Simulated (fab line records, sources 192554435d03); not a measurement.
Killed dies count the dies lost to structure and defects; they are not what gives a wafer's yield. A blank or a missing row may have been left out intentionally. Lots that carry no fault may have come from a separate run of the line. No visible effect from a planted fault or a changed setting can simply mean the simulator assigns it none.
Chamber matching | flow n5_finfet | N5_BEOL_M8_DEP_56 on pecvd-02: 3 sister chambers
The step deposits SiCN from 3MS/NH3, target thk 10 nm, time 17.5 s. 3 wafers are shown with their chamber, then 9 later ones without.

## WAFERS PAIRED WITH THEIR CHAMBERS
wafer  | chamber | showerhead_vpp_V (V)
L085.4 | 2       | 947
L090.1 | 1       | 854
L090.5 | 0       | 916

## WAFERS WITH NO CHAMBER GIVEN
wafer  | showerhead_vpp_V (V)
L093.2 | 901
L093.5 | 962
L093.6 | 903
L095.1 | 855
L095.3 | 962
L095.4 | 906
L097.1 | 965
L097.5 | 845
L097.6 | 954

## CHAMBER TAKEN BY EACH
wafer  | from the rows above | in truth
L093.2 | 0                   | 0
L093.5 | 2                   | 2
L093.6 | 0                   | 0
L095.1 | 1                   | 1
L095.3 | 2                   | 2
L095.4 | 0                   | 0
L097.1 | 2                   | 2
L097.5 | 1                   | 1
L097.6 | 2                   | 2
9 of 9 placed correctly. Number that these rows cannot place: 0. Wrongly placed: 0.
How it was worked out, from the rows above alone: a wafer's distance from a chamber is the root of the sum, over the readings, of the square of ((its reading less the chamber's mean) divided by the reading's scatter). If the next closest chamber is less than 2 further off than the closest, the wafer can't be placed; otherwise it belongs to the closest. A chamber's mean is the mean of its shown wafers. The scatter: root of mean squared gap, hidden wafer to nearest shown wafer, with one shown wafer a chamber.
